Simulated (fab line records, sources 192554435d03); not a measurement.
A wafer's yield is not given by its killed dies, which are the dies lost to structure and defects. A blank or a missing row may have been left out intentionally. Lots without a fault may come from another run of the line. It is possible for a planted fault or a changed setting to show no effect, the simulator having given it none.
fab line records + flow n5_finfet
record:
- lots: 11
- wafers: 33
- last_day: 16
route steps=1938 shown BEOL_M14@1762 BEOL_M15@1779 PASSIVATION@1936
lots that met no fault: from a run of the same line without faults
start_h: hours from the record's first day to the start of the lot's first wafer shown + wait_h: hours from the lot's prior step to this one + " the same as in the row above + L1.1+2: a single row standing in for several wafers + - no value, or no start was given + * or withheld: withheld + < > ~ a bound
route shown NAME@n: a module of which the file shows steps, and the number in the route of the first + usual: mean/standard deviation taken from wafers without a fault + same: alike in all rows + chamber/n: place in a boat + sites: readings site by site + _std_site: their standard deviation + _edge_site: outer sites' mean less inner sites' + radius_mm: how far each site lies from the wafer's centre + mask NAME#n: copy n + behind: the tool/chamber that last shaped the wafer + hold: reason for holding the lot/hours on hold/outcome of the hold + device: transistor that didn't switch, given as n, p or np + end of line: at the end of the route, the tests of the same wafers + a step given without rows: its recipe and nothing more + killed: the dies lost at the first sort to structure and to defects; this is not the yield of the wafer + map: per-die view of a wafer (x killed, . not killed, _ where there is no die)
set.NAME: setting as actually run; set.NAME@STEP: the setting as run at that earlier step + model.NAME: the simulator's own value behind a step, which no gauge read
steps of the route over a sample of lots; a table a step, a row a wafer
services: a tool's chamber out of use, with start hour (start_h, from the record's first day; less than 0 if before it), hours out, and reason
== steps ==
step: N5_BEOL_M14_SPUTTER_43
recipe:
- material: TaN
- target_thk_a: 150
- temp_c: 50
- bias_v: 168.6
- power_w: 15000
- chamber_pressure_pa: 0.12
- time_s: 24.19
usual:
- bias_v: 168.8/1.6
- throttle_valve_pct: 29.7/0.91
| lot.wafer | tool           | chamber | start_h | wait_h | bias_v | throttle_valve_pct |
|-----------|----------------|---------|---------|--------|--------|--------------------|
| L944.1    | pvd_sputter-02 | -       | 232.02  | 0.0    | 169.8  | 29.1               |
| L944.2    | "              | -       | "       | "      | 168.7  | 29.3               |
| L944.4    | "              | -       | "       | "      | 169.1  | 30.9               |
| L946.1    | pvd_sputter-01 | -       | 250.84  | 0.0    | 172.0  | 30.0               |
| L946.2    | "              | -       | "       | "      | 168.5  | 30.8               |
| L946.4    | "              | -       | "       | "      | 170.6  | 28.7               |
| L947.1    | pvd_sputter-03 | -       | 262.32  | 0.0    | 168.8  | 30.8               |
| L947.2    | "              | -       | "       | "      | 168.6  | 28.0               |
| L947.5    | "              | -       | "       | "      | 171.1  | 29.7               |
| L948.2    | pvd_sputter-01 | -       | 274.34  | 0.0    | 170.3  | 30.2               |
| L948.3    | "              | -       | "       | "      | 170.2  | 28.4               |
| L948.5    | "              | -       | "       | "      | 171.1  | 30.2               |
| L951.2    | pvd_sputter-02 | -       | 279.20  | 0.0    | 168.1  | 29.2               |
| L951.3    | "              | -       | "       | "      | 168.5  | 28.7               |
| L951.6    | "              | -       | "       | "      | 168.9  | 31.4               |
| L950.1    | pvd_sputter-02 | -       | 280.12  | 0.0    | 166.7  | 29.0               |
| L950.2    | "              | -       | "       | "      | 167.5  | 31.0               |
| L950.4    | "              | -       | "       | "      | 168.1  | 29.0               |
| L956.1    | pvd_sputter-03 | -       | 305.22  | 0.0    | 168.3  | 29.8               |
| L956.4    | "              | -       | "       | "      | 167.8  | 28.0               |
| L956.5    | "              | -       | "       | "      | 172.7  | 29.9               |
| L958.1    | pvd_sputter-03 | -       | 339.41  | 0.0    | 166.1  | 27.9               |
| L958.3    | "              | -       | "       | "      | 170.5  | 30.0               |
| L958.6    | "              | -       | "       | "      | 170.4  | 30.7               |
| L963.1    | pvd_sputter-01 | -       | 361.35  | 0.0    | 171.1  | 31.0               |
| L963.5    | "              | -       | "       | "      | 169.6  | 30.4               |
| L963.6    | "              | -       | "       | "      | 171.9  | 30.3               |
| L964.2    | pvd_sputter-03 | -       | 367.23  | 0.0    | 169.6  | 29.9               |
| L964.4    | "              | -       | "       | "      | 169.0  | 30.5               |
| L964.6    | "              | -       | "       | "      | 169.0  | 29.5               |
| L965.1    | pvd_sputter-01 | -       | 371.25  | 0.0    | 168.9  | 28.6               |
| L965.3    | "              | -       | "       | "      | 165.3  | 30.0               |
| L965.5    | "              | -       | "       | "      | 166.8  | 30.4               |
step: N5_BEOL_M14_INSPECT_55
recipe:
- inspect_instrument: darkfield
- mode: post_dep
usual:
- raw_defect_count: 64/25
| lot.wafer | tool              | chamber | start_h | wait_h | raw_defect_count |
|-----------|-------------------|---------|---------|--------|------------------|
| L944.1    | defect_inspect-01 | -       | 233.24  | 0.0    | 31               |
| L944.2    | "                 | -       | "       | "      | 75               |
| L944.4    | "                 | -       | "       | "      | 40               |
| L946.1    | defect_inspect-01 | -       | 252.10  | 0.0    | 77               |
| L946.2    | "                 | -       | "       | "      | 98               |
| L946.4    | "                 | -       | "       | "      | 158              |
| L947.1    | defect_inspect-01 | -       | 263.57  | 0.0    | 63               |
| L947.2    | "                 | -       | "       | "      | 65               |
| L947.5    | "                 | -       | "       | "      | 83               |
| L948.2    | defect_inspect-02 | -       | 275.80  | 0.0    | 61               |
| L948.3    | "                 | -       | "       | "      | 68               |
| L948.5    | "                 | -       | "       | "      | 63               |
| L951.2    | defect_inspect-01 | -       | 280.41  | 0.0    | 85               |
| L951.3    | "                 | -       | "       | "      | 95               |
| L951.6    | "                 | -       | "       | "      | 139              |
| L950.1    | defect_inspect-01 | -       | 281.99  | 0.0    | 25               |
| L950.2    | "                 | -       | "       | "      | 33               |
| L950.4    | "                 | -       | "       | "      | 42               |
| L956.1    | defect_inspect-02 | -       | 307.79  | 0.0    | 33               |
| L956.4    | "                 | -       | "       | "      | 67               |
| L956.5    | "                 | -       | "       | "      | 59               |
| L958.1    | defect_inspect-02 | -       | 341.12  | 0.0    | 32               |
| L958.3    | "                 | -       | "       | "      | 54               |
| L958.6    | "                 | -       | "       | "      | 53               |
| L963.1    | defect_inspect-01 | -       | 362.58  | 0.0    | 48               |
| L963.5    | "                 | -       | "       | "      | 57               |
| L963.6    | "                 | -       | "       | "      | 59               |
| L964.2    | defect_inspect-02 | -       | 368.44  | 0.0    | 77               |
| L964.4    | "                 | -       | "       | "      | 108              |
| L964.6    | "                 | -       | "       | "      | 116              |
| L965.1    | defect_inspect-02 | -       | 372.46  | 0.0    | 99               |
| L965.3    | "                 | -       | "       | "      | 54               |
| L965.5    | "                 | -       | "       | "      | 90               |
step: N5_BEOL_M15_EXPOSE_07
recipe:
- mask_id: V14
- na: 0.8
- source_shape: annular
- sigma_inner: 0.5
- sigma_outer: 0.8
- polarization: unpolarized
- attpsm_phase_deg: 180
- dose_mj: 41.25
usual:
- exposure_dose_mJ_cm2: 41.24/0.043
same:
- sigma_outer: 0.8
| lot.wafer | tool           | chamber | start_h | wait_h | mask  | exposure_dose_mJ_cm2 |
|-----------|----------------|---------|---------|--------|-------|----------------------|
| L944.1    | krf_scanner-02 | 0       | 233.78  | -      | V14#0 | 41.31                |
| L944.2    | "              | 0       | "       | "      | V14#0 | 41.24                |
| L944.4    | "              | 0       | "       | "      | V14#0 | 41.28                |
| L946.1    | krf_scanner-01 | 0       | 252.64  | -      | V14#0 | 41.20                |
| L946.2    | "              | 0       | "       | "      | V14#0 | 41.22                |
| L946.4    | "              | 0       | "       | "      | V14#0 | 41.16                |
| L947.1    | krf_scanner-02 | 0       | 264.00  | -      | V14#0 | 41.30                |
| L947.2    | "              | 0       | "       | "      | V14#0 | 41.28                |
| L947.5    | "              | 0       | "       | "      | V14#0 | 41.29                |
| L948.2    | krf_scanner-02 | 0       | 276.45  | -      | V14#0 | 41.16                |
| L948.3    | "              | 0       | "       | "      | V14#0 | 41.21                |
| L948.5    | "              | 0       | "       | "      | V14#0 | 41.14                |
| L951.2    | krf_scanner-02 | 0       | 280.96  | -      | V14#0 | 41.24                |
| L951.3    | "              | 0       | "       | "      | V14#0 | 41.27                |
| L951.6    | "              | 0       | "       | "      | V14#0 | 41.22                |
| L950.1    | krf_scanner-01 | 0       | 282.53  | -      | V14#0 | 41.25                |
| L950.2    | "              | 0       | "       | "      | V14#0 | 41.27                |
| L950.4    | "              | 0       | "       | "      | V14#0 | 41.25                |
| L956.1    | krf_scanner-02 | 0       | 308.33  | -      | V14#0 | 39.91                |
| L956.4    | "              | 0       | "       | "      | V14#0 | 39.95                |
| L956.5    | "              | 0       | "       | "      | V14#0 | 39.93                |
| L958.1    | krf_scanner-02 | 0       | 341.66  | -      | V14#0 | 40.19                |
| L958.3    | "              | 0       | "       | "      | V14#0 | 40.20                |
| L958.6    | "              | 0       | "       | "      | V14#0 | 40.23                |
| L963.1    | krf_scanner-01 | 0       | 363.00  | -      | V14#0 | 41.22                |
| L963.5    | "              | 0       | "       | "      | V14#0 | 41.20                |
| L963.6    | "              | 0       | "       | "      | V14#0 | 41.23                |
| L964.2    | krf_scanner-01 | 0       | 368.86  | -      | V14#0 | 41.22                |
| L964.4    | "              | 0       | "       | "      | V14#0 | 41.25                |
| L964.6    | "              | 0       | "       | "      | V14#0 | 41.20                |
| L965.1    | krf_scanner-01 | 0       | 372.99  | -      | V14#0 | 41.23                |
| L965.3    | "              | 0       | "       | "      | V14#0 | 41.22                |
| L965.5    | "              | 0       | "       | "      | V14#0 | 41.20                |
step: N5_BEOL_M15_STRIP_64
recipe:
- chemistry: O2
- power_w: 600
- temp_c: 60
- pressure_mtorr: 30
- rf_frequency_hz: 6e+07
- bias_power_w: 0
- overash_fraction: 0.3
- o2_flow_sccm: 225
usual:
- drypump_motor_current_A: 5.5/0.41
- oes_product_au: 0.78/0.064
- rf_vpp_V: 3.6/0.49
- showerhead_plenum_p_Torr: 2.10/0.077
- throttle_valve_pct: 16.61/0.16
| lot.wafer | tool        | chamber | start_h | wait_h | drypump_motor_current_A | oes_product_au | rf_hours_counter_h | rf_vpp_V | showerhead_plenum_p_Torr | throttle_valve_pct |
|-----------|-------------|---------|---------|--------|-------------------------|----------------|--------------------|----------|--------------------------|--------------------|
| L944.1    | rie_diel-02 | 3       | -       | -      | 5.5                     | 0.74           | 165                | 3.8      | 2.17                     | 16.63              |
| L944.2    | "           | 0       | "       | "      | 5.0                     | 0.73           | 187                | 4.3      | 2.10                     | 16.77              |
| L944.4    | "           | 2       | "       | "      | 5.9                     | 0.71           | 216                | 3.9      | 2.06                     | 16.78              |
| L946.1    | rie_diel-05 | 0       | -       | -      | 6.1                     | 0.80           | 91                 | 3.1      | 2.11                     | 16.59              |
| L946.2    | "           | 1       | "       | "      | 5.9                     | 0.85           | 61                 | 3.3      | 2.14                     | 16.74              |
| L946.4    | "           | 2       | "       | "      | 5.1                     | 0.81           | 88                 | 3.4      | 2.21                     | 16.53              |
| L947.1    | rie_diel-02 | 2       | -       | -      | 5.9                     | 0.70           | 226                | 3.7      | 2.05                     | 16.79              |
| L947.2    | "           | 0       | "       | "      | 5.0                     | 0.73           | 196                | 3.8      | 2.09                     | 16.78              |
| L947.5    | "           | 2       | "       | "      | 5.9                     | 0.70           | -                  | 4.3      | 2.05                     | 16.79              |
| L948.2    | rie_diel-05 | 2       | -       | -      | 5.1                     | 0.80           | 96                 | 2.9      | 2.21                     | 16.57              |
| L948.3    | "           | 0       | "       | "      | 6.0                     | 0.80           | 97                 | 4.2      | 2.11                     | 16.59              |
| L948.5    | "           | 3       | "       | "      | 5.2                     | 0.81           | -                  | 4.8      | 2.13                     | 16.62              |
| L951.2    | rie_diel-05 | 3       | -       | -      | 5.2                     | 0.80           | 76                 | 3.7      | 2.13                     | 16.63              |
| L951.3    | "           | 1       | "       | "      | 5.9                     | 0.84           | 71                 | 3.3      | 2.14                     | 16.76              |
| L951.6    | "           | 3       | "       | "      | 5.1                     | 0.80           | -                  | 3.4      | 2.13                     | 16.64              |
| L950.1    | rie_diel-05 | 3       | -       | -      | 5.2                     | 0.79           | 77                 | 3.4      | 2.13                     | 16.63              |
| L950.2    | "           | 1       | "       | "      | 5.9                     | 0.84           | 71                 | 3.5      | 2.14                     | 16.75              |
| L950.4    | "           | 2       | "       | "      | 5.1                     | 0.80           | 98                 | 3.7      | 2.21                     | 16.57              |
| L956.1    | rie_diel-05 | 2       | -       | -      | 5.1                     | 0.79           | 105                | 3.6      | 2.21                     | 16.58              |
| L956.4    | "           | 1       | "       | "      | 5.8                     | 0.83           | 80                 | 3.6      | 2.14                     | 16.75              |
| L956.5    | "           | 0       | "       | "      | 6.0                     | 0.79           | -                  | 3.5      | 2.10                     | 16.61              |
| L958.1    | rie_diel-05 | 1       | -       | -      | 5.9                     | 0.81           | 89                 | 3.5      | 2.13                     | 16.77              |
| L958.3    | "           | 3       | "       | "      | 5.1                     | 0.77           | 95                 | 3.6      | 2.13                     | 16.66              |
| L958.6    | "           | 3       | "       | "      | 5.2                     | 0.77           | -                  | 4.2      | 2.13                     | 16.65              |
| L963.1    | rie_diel-05 | 0       | -       | -      | 6.0                     | 0.77           | 126                | 4.0      | 2.10                     | 16.63              |
| L963.5    | "           | 3       | "       | "      | 5.2                     | 0.77           | -                  | 3.3      | 2.12                     | 16.69              |
| L963.6    | "           | 2       | "       | "      | 5.1                     | 0.77           | -                  | 4.1      | 2.20                     | 16.62              |
| L964.2    | rie_diel-02 | 1       | -       | -      | 6.0                     | 0.74           | 205                | 3.3      | 1.98                     | 16.40              |
| L964.4    | "           | 0       | "       | "      | 5.1                     | 0.70           | 229                | 4.3      | 2.08                     | 16.83              |
| L964.6    | "           | 3       | "       | "      | 5.5                     | 0.71           | -                  | 3.4      | 2.15                     | 16.72              |
| L965.1    | rie_diel-02 | 3       | -       | -      | 5.5                     | 0.70           | 209                | 2.9      | 2.15                     | 16.75              |
| L965.3    | "           | 1       | "       | "      | 6.0                     | 0.73           | 206                | 3.7      | 1.97                     | 16.42              |
| L965.5    | "           | 0       | "       | "      | 5.0                     | 0.70           | -                  | 2.9      | 2.08                     | 16.84              |
step: N5_PASSIVATION_PROBE_49
usual:
- defect_limited_yield: 91.4/1.6
- killed_at_M0_to_M3: 31/11
- killed_at_M4_up: 14/5.7
- killed_at_contacts: 12/6
- killed_at_front_end: 41/13
- killed_at_other: 3.3/2.8
- killed_dies: 101/19
- killed_on_rim: 13/3.9
- killed_open: 67/14
- killed_short: 33/8.2
- sort_bin_4_leakage: 0.0/0.37
- sort_bin_5_function: 5.0/1.1
- sort_bin_6_memory: 3.3/0.74
- sort_n_pass: 1078/20
- sort_yield_pct: 91.3/1.7
same:
- gross_dies: 1180
- killed_at_back_side: 0
- sort_bin_8_speed[%]: 0
| lot.wafer | tool      | chamber | start_h | wait_h | defect_limited_yield[%] | killed_at_M0_to_M3 | killed_at_M4_up | killed_at_contacts | killed_at_front_end | killed_at_other | killed_dies | killed_on_rim | killed_open | killed_short | sort_bin_4_leakage[%] | sort_bin_5_function[%] | sort_bin_6_memory[%] | sort_n_pass | sort_yield_pct[%] |
|-----------|-----------|---------|---------|--------|-------------------------|--------------------|-----------------|--------------------|---------------------|-----------------|-------------|---------------|-------------|--------------|-----------------------|------------------------|----------------------|-------------|-------------------|
| L951.2    | prober-01 | -       | 305.75  | 0.1    | 89.2                    | 24                 | 20              | 12                 | 67                  | 4               | 127         | 14            | 89          | 37           | 0                     | 6.2                    | 4.2                  | 1053        | 89.2              |
| L951.3    | prober-01 | -       | 305.80  | 0.1    | 89.3                    | 31                 | 9               | 15                 | 71                  | 0               | 126         | 12            | 91          | 33           | 0                     | 6.1                    | 4.2                  | 1054        | 89.3              |
| L951.6    | prober-01 | -       | 305.95  | 0.3    | 91.3                    | 33                 | 19              | 14                 | 33                  | 4               | 103         | 13            | 64          | 38           | 0                     | 5.4                    | 3.1                  | 1077        | 91.3              |
| L950.1    | prober-02 | -       | 306.35  | 0.0    | 91.5                    | 33                 | 3               | 13                 | 51                  | 0               | 100         | 21            | 55          | 45           | 0                     | 5.0                    | 3.2                  | 1080        | 91.5              |
| L950.2    | prober-02 | -       | 306.40  | 0.1    | 91.9                    | 28                 | 14              | 15                 | 39                  | 0               | 96          | 11            | 63          | 30           | 0                     | 4.6                    | 3.2                  | 1084        | 91.9              |
| L950.4    | prober-02 | -       | 306.50  | 0.2    | 94.3                    | 23                 | 3               | 11                 | 29                  | 1               | 67          | 9             | 44          | 23           | 0                     | 2.7                    | 2.6                  | 1113        | 94.3              |
| L963.1    | prober-01 | -       | 380.87  | 0.0    | 92.4                    | 33                 | 9               | 10                 | 29                  | 9               | 90          | 13            | 63          | 24           | 0.3                   | 4.5                    | 2.9                  | 1086        | 92.0              |
| L963.5    | prober-01 | -       | 381.07  | 0.2    | 92.9                    | 30                 | 12              | 12                 | 26                  | 4               | 84          | 11            | 55          | 27           | 0                     | 4.5                    | 2.6                  | 1096        | 92.9              |
| L963.6    | prober-01 | -       | 381.12  | 0.3    | 92.1                    | 27                 | 18              | 7                  | 34                  | 7               | 93          | 14            | 62          | 30           | 0                     | 4.8                    | 2.9                  | 1087        | 92.1              |
| L964.2    | prober-01 | -       | 392.06  | 0.1    | 90.9                    | 31                 | 13              | 9                  | 46                  | 8               | 107         | 15            | 67          | 38           | 0                     | 4.9                    | 3.6                  | 1073        | 90.9              |
| L964.4    | prober-01 | -       | 392.16  | 0.2    | 89.1                    | 40                 | 17              | 16                 | 49                  | 7               | 129         | 20            | 86          | 40           | 0                     | 5.3                    | 5.1                  | 1051        | 89.1              |
| L964.6    | prober-01 | -       | 392.26  | 0.3    | 90.0                    | 22                 | 8               | 25                 | 60                  | 3               | 118         | 12            | 87          | 31           | 0                     | 6.8                    | 3.0                  | 1062        | 90.0              |
killed by level:class
L951.2 STI_FIN_REVEAL:geometric_particle:open=20 FIN_SAQP:geometric_particle:open=18 BEOL_M4:geometric_particle:open=14 FIN_SAQP:geometric_particle:short=11 MOL_CONTACT_COAG:geometric_particle:open=10 BEOL_M0_SAQP:geometric_particle:open=7 BEOL_M0_SAQP:geometric_particle:short=6 GATE_CUT:geometric_particle:short=5
L951.3 FIN_SAQP:geometric_particle:open=25 FIN_SAQP:geometric_particle:short=18 MOL_CONTACT_COAG:geometric_particle:open=14 BEOL_M0_SAQP:geometric_particle:open=11 STI_FIN_REVEAL:geometric_particle:open=10 BEOL_M0_SAQP:geometric_particle:short=8 DUMMY_GATE:geometric_particle:open=6 BEOL_M4:geometric_particle:open=5
L951.6 FIN_SAQP:geometric_particle:open=10 FIN_SAQP:geometric_particle:short=10 MOL_CONTACT_COAG:geometric_particle:open=10 BEOL_M0_SAQP:geometric_particle:open=9 BEOL_M0_SAQP:geometric_particle:short=8 BEOL_M3:geometric_particle:open=6 BEOL_M4:geometric_particle:open=6 STI_FIN_REVEAL:geometric_particle:open=4
L950.1 FIN_SAQP:geometric_particle:short=12 STI_FIN_REVEAL:geometric_particle:open=12 MOL_CONTACT_COAG:geometric_particle:open=8 BEOL_M2:geometric_particle:open=8 BEOL_M0_SAQP:geometric_particle:short=6 GATE_CUT:geometric_particle:short=6 BEOL_M0_SAQP:geometric_particle:open=6 MOL_CONTACT_COAG:geometric_particle:short=5
L950.2 MOL_CONTACT_COAG:geometric_particle:open=13 BEOL_M1:geometric_particle:open=10 FIN_SAQP:geometric_particle:open=7 BEOL_M4:geometric_particle:open=7 FIN_SAQP:geometric_particle:short=6 STARTING-WAFER:geometric_particle:short=5 STI_FIN_REVEAL:geometric_particle:open=4 DUMMY_GATE:geometric_particle:open=4
L950.4 MOL_CONTACT_COAG:geometric_particle:open=10 BEOL_M3:geometric_particle:open=8 DUMMY_GATE:geometric_particle:open=7 FIN_SAQP:geometric_particle:short=4 BEOL_M0_SAQP:geometric_particle:short=4 STARTING-WAFER:geometric_particle:open=4 STI_FIN_REVEAL:geometric_particle:open=3 GATE_CUT:geometric_particle:short=3
L963.1 STI_FIN_REVEAL:geometric_particle:open=9 BEOL_M3:geometric_particle:open=9 MOL_CONTACT_COAG:geometric_particle:open=8 BEOL_M2:geometric_particle:open=8 BEOL_M4:geometric_particle:open=5 BEOL_M1:geometric_particle:open=4 BEOL_M0_SAQP:geometric_particle:open=4 BEOL_M0_SAQP:geometric_particle:short=4
L963.5 MOL_CONTACT_COAG:geometric_particle:open=9 BEOL_M2:geometric_particle:open=9 FIN_SAQP:geometric_particle:open=7 BEOL_M3:geometric_particle:open=6 BEOL_M4:geometric_particle:open=4 DUMMY_GATE:geometric_particle:open=3 ILD0:geometric_particle:short=3 GATE_CUT:geometric_particle:short=3
L963.6 BEOL_M3:geometric_particle:open=12 BEOL_M4:geometric_particle:open=8 GATE_CUT:geometric_particle:open=6 MOL_CONTACT_COAG:geometric_particle:open=6 STI_FIN_REVEAL:geometric_particle:short=4 DUMMY_GATE:geometric_particle:open=4 BEOL_M0_SAQP:geometric_particle:short=4 BEOL_M1:geometric_particle:open=4
L964.2 FIN_SAQP:geometric_particle:open=11 STI_FIN_REVEAL:geometric_particle:open=10 MOL_CONTACT_COAG:geometric_particle:open=8 FIN_SAQP:geometric_particle:short=7 BEOL_M2:geometric_particle:open=7 BEOL_M0_SAQP:geometric_particle:short=6 GATE_CUT:geometric_particle:open=5 PAD_METAL:geometric_particle:short=5
L964.4 STI_FIN_REVEAL:geometric_particle:open=18 MOL_CONTACT_COAG:geometric_particle:open=14 STI_FIN_REVEAL:geometric_particle:short=11 BEOL_M2:geometric_particle:open=11 BEOL_M0_SAQP:geometric_particle:short=9 BEOL_M4:geometric_particle:open=8 FIN_SAQP:geometric_particle:open=5 BEOL_M0_SAQP:geometric_particle:open=5
L964.6 MOL_CONTACT_COAG:geometric_particle:open=23 FIN_SAQP:geometric_particle:open=15 STI_FIN_REVEAL:geometric_particle:open=14 GATE_CUT:geometric_particle:short=9 BEOL_M0_SAQP:geometric_particle:open=9 DUMMY_GATE:geometric_particle:open=8 BEOL_M3:geometric_particle:open=5 BEOL_M4:geometric_particle:open=5
== services ==
| tool           | chamber | start_h | hours | kind                          |
|----------------|---------|---------|-------|-------------------------------|
| rie_diel-05    | 2       | 208.68  | 3.8   | repair                        |
| krf_scanner-01 | 0       | 214.10  | -     | calibration                   |
| rie_diel-05    | 0       | 221.63  | 2.8   | repair                        |
| krf_scanner-02 | 0       | 229.91  | -     | calibration                   |
| krf_scanner-01 | -       | 234.47  | 1.0   | pm                            |
| krf_scanner-01 | -       | 283.01  | 0.5   | repair                        |
| krf_scanner-01 | -       | 287.91  | 1.1   | repair                        |
| rie_diel-05    | 2       | 292.50  | 6.9   | repair                        |
| krf_scanner-01 | -       | 298.84  | 0.8   | pm                            |
| krf_scanner-02 | -       | 319.52  | 1.0   | pm                            |
| krf_scanner-02 | -       | 326.89  | 2.3   | repair                        |
| pvd_sputter-02 | -       | 335.77  | 2.8   | repair                        |
| krf_scanner-01 | -       | 337.61  | 4.4   | pm                            |
| pvd_sputter-01 | -       | 342.33  | 3.2   | repair                        |
| rie_diel-02    | 2       | 345.20  | -     | clean                         |
| rie_diel-02    | 2       | 345.20  | -     | consumable_replace:focus_ring |
| rie_diel-02    | 2       | 345.20  | 14.0  | scheduled_down                |
| rie_diel-02    | 2       | 345.20  | 14.0  | vent_cycle                    |
| krf_scanner-02 | -       | 353.37  | 0.8   | pm                            |
| krf_scanner-02 | -       | 358.37  | 1.3   | pm                            |
| rie_diel-05    | 1       | 359.64  | 5.6   | repair                        |
| pvd_sputter-02 | -       | 362.69  | 0.6   | repair                        |
| rie_diel-05    | -       | 365.21  | 1.2   | repair                        |
| krf_scanner-01 | -       | 371.46  | 1.3   | pm                            |
== key ==
first_sign:
- step: N5_BEOL_M15_EXPOSE_07
- reading: exposure_dose_mJ_cm2
- direction: down
- sigmas: 27
- usual: 41.24
- struck: 40.07
effect none on later readings
met_at N5_BEOL_M15_EXPOSE_07
struck_lots L956,L958
loop_trim:
- step: N5_BEOL_M15_EXPOSE_07
- setting: dose
- lots: L958
not_acting_at N5_BEOL_M14_SPUTTER_43,N5_BEOL_M14_INSPECT_55,N5_BEOL_M15_STRIP_64
onset_between 280.96 308.33
fault:
- kind: process_parameter_drift
- tool: krf_scanner-02
- chamber: -
- onset_h: 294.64
- steps: N5_BEOL_M15_EXPOSE_07
- channel: dose_mj
- offset: -1.2886
- shape: step
- acts_in: these_recipes_only
- stated: 41.25
loop_trim: a control loop set the setting to another value than it would have without faults
